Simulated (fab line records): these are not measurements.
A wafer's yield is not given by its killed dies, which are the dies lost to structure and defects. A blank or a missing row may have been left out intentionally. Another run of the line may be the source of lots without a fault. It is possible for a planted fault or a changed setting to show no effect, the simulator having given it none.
Struck lot and sound lot, side by side	flow n5 finfet	37 steps out of a route of 1938
Sound: the wafers L446.1, L446.2, L446.4. Struck: wafer L460.6 (left out: L460.5, a lot-mate that was not struck); the cause follows at the end.
At each step with rows: each side's tool, then ch and its chambers, then its first start. Under that, the readings that differ: sound wafers	struck wafers	difference of the means	sigmas: that difference in standard deviations of wafers without a fault.
alike: a reading whose means differ by less than 2 such deviations, as well as words and numbers matching on both sides. not compared: withheld readings; readings where some wafer has no value; bounds like >300 that might hide an equal value; numbers whose values overlap and for which the record gives no deviation.
A row with sigmas, a row that says differs or no value, or rows on one side alone: a step with any of these is where the two part. When numbers do not overlap yet have no deviation, they are printed without sigmas and do not part them. A reading missing from all wafers of one side parts the sides only when that side holds two or more wafers.

first, 10 steps without rows for these wafers: N5_DUMMY_GATE_ETCH_44 (etches poly-Si in HBr/O2, stops on SiO2, target depth 127.5 nm); N5_DUMMY_GATE_ETCH_42 (etches SiO2 in CHF3/O2, target depth 3.5 nm, time 31 s); N5_DUMMY_GATE_STRIP_48 (strips in N2/H2, time 20 s); N5_DUMMY_GATE_PRECLEAN_33 (cleans in dHF, time 10 s); N5_DUMMY_GATE_PRECLEAN_25 (cleans in O3/DIW, time 45 s); N5_DUMMY_GATE_PRECLEAN_51 (cleans in SC2, time 45 s); N5_DUMMY_GATE_SRD_26 (time 30 s); N5_DUMMY_GATE_UV_OZONE_45 (time 120 s); N5_SPACER0_ALD_07 (deposits SiNx, target thk 2 nm); N5_SPACER0_ALD_00 (deposits SiOCN, target thk 3.5 nm, pulse time 3 s, purge time 2 s).
N5_SPACER0_ALD_08: deposits SiNx, target thk 2 nm.
  sound on ald sin-03 ch 0,1,3, day 3 06:14; struck on ald sin-03 ch 0, day 6 18:07
reading	sound	struck	difference	sigmas
model.SiNx_of_SPACER0_ALD_08.thk nm (nm)	2 2 2	1.4	-0.6	
  alike: heater power w
then, 18 steps without rows for these wafers: N5_SD_EPI_N_COAT_32 (time 60 s, resist thk 350 nm); N5_SD_EPI_N_COAT_33 (time 60 s, resist thk 35 nm); N5_SD_EPI_N_COAT_03 (resist thk 150 nm); N5_SD_EPI_N_EBR_05; N5_SD_EPI_N_SOFTBAKE_04 (time 60 s); N5_SD_EPI_N_EXPOSE_06 (exposes mask SD N BLK, target cd 120 nm); N5_SD_EPI_N_PEB_07 (peb time 60 s); N5_SD_EPI_N_DEVELOP_08 (develop time 30 s); N5_SD_EPI_N_DESCUM_14 (chemistry O2, time 7.9 s); N5_SD_EPI_N_ETCH_34 (etches SiARC in CF4, target depth 45.5 nm, time 75.8 s); N5_SD_EPI_N_ETCH_35 (etches SOC in N2/H2, overetch 108 nm, time 486 s); N5_SD_EPI_N_STRIP_36 (strips in N2/H2); N5_SD_EPI_N_ETCHBACK_44 (etches SiNx in CH3F/O2, stops on SiO2, target depth 14.5 nm); N5_SD_EPI_N_ETCH_45 (etches SiOCN in CH3F/O2, target depth 6 nm); N5_SD_EPI_N_ETCH_16 (etches SiO2 in CHF3/O2, target depth 5 nm); N5_SD_EPI_N_STRIP_47 (strips in CHF3/O2); N5_SD_EPI_N_SD_RECESS_17 (chemistry HBr/Cl2/O2, target depth 41 nm, time 23.7 s, bt time 3 s); N5_SD_EPI_N_STRIP_38 (strips in N2/H2).
N5_SD_EPI_N_WET_ETCH_43: etches SiO2 in dHF, time 14 s, target depth 1.5 nm.
  sound on wet bench-01 ch 3,5,7, day 3 07:38; struck on wet bench-01 ch 4, day 6 19:38
reading	sound	struck	difference	sigmas
model.SiNx_of_SPACER0_ALD_08.thk nm (nm)	1.6 1.4 1.6	0.8	-0.7	
then, 5 steps without rows for these wafers: N5_SD_EPI_N_STRIP_18 (strips in SPM, time 750 s); N5_SD_EPI_N_SRD_20 (time 30 s); N5_SD_EPI_N_PRECLEAN_48 (cleans in NF3:NH3, afs cycles 2, time 20 s, sublimation time 60 s); N5_SD_EPI_N_VAPOR_ETCH_50 (etches Si in HCl, time 54 s); N5_SD_EPI_N_EPI_21 (deposits Si:P, time 690 s).
-- a jump in the record: the struck wafers' starts before and after are 5 days apart (it breaks off in module SD_EPI_N and resumes in module BEOL_M4, where the first step shown is number 1111 of the route) --
N5_BEOL_M4_RC_MEAS_101:
  sound on prober-02 ch 0, day 8 03:44; struck on prober-02 ch 0, day 11 20:32
reading	sound	struck	difference	sigmas
DIBL_N (mV/V)	35.2 36.0 36.6	41.0	+5.1	+4
DIBL_P (mV/V)	33.6 34.6 34.5	42.0	+7.8	+5
IOFF_N (nA/um)	0.146 0.151 0.158	0.250	+0.098	+5
IOFF_N_85C (nA/um)	2.8 2.9 3.0	4.5	+1.6	+5
IOFF_N_LIN (nA/um)	0.069 0.070 0.070	0.103	+0.033	+4
IOFF_P (nA/um)	0.190 0.207 0.204	0.360	+0.160	+7
IOFF_P_85C (nA/um)	3.3 3.6 3.5	5.8	+2.3	+7
IOFF_P_LIN (nA/um)	0.092 0.099 0.097	0.158	+0.062	+7
ION_N (uA/um)	674 660 666	699	+32	+4
ION_P (uA/um)	462 462 457	485	+25	+4
REXT_N (ohm.um)	74.1 75.2 74.8	71.3	-3.4	-2
REXT_P (ohm.um)	102.0 100.1 101.5	94.0	-7.2	-3
SS_N (mV/dec)	71.2 71.9 71.4	72.8	+1.3	+3
SS_P (mV/dec)	72.8 73.1 73.3	75.0	+1.9	+4
VT_P (mV)	-249.2 -248.8 -249.3	-237.6	+11.5	+5
  alike: VT_N
-- here the record skips 4 days between the struck wafers' starts before and after, leaving off in module BEOL_M4 and picking up in module PASSIVATION (first step shown: number 1936 of the route) --
N5_PASSIVATION_PROBE_49:
  record: rows for the struck wafers here (prober-01, day 16 04:58), none for the sound ones

== WHERE THEY PART ==
At N5_BEOL_M4_RC_MEAS_101 first; at N5_PASSIVATION_PROBE_49 last (within this record only).

WHY: whatever the simulator had introduced
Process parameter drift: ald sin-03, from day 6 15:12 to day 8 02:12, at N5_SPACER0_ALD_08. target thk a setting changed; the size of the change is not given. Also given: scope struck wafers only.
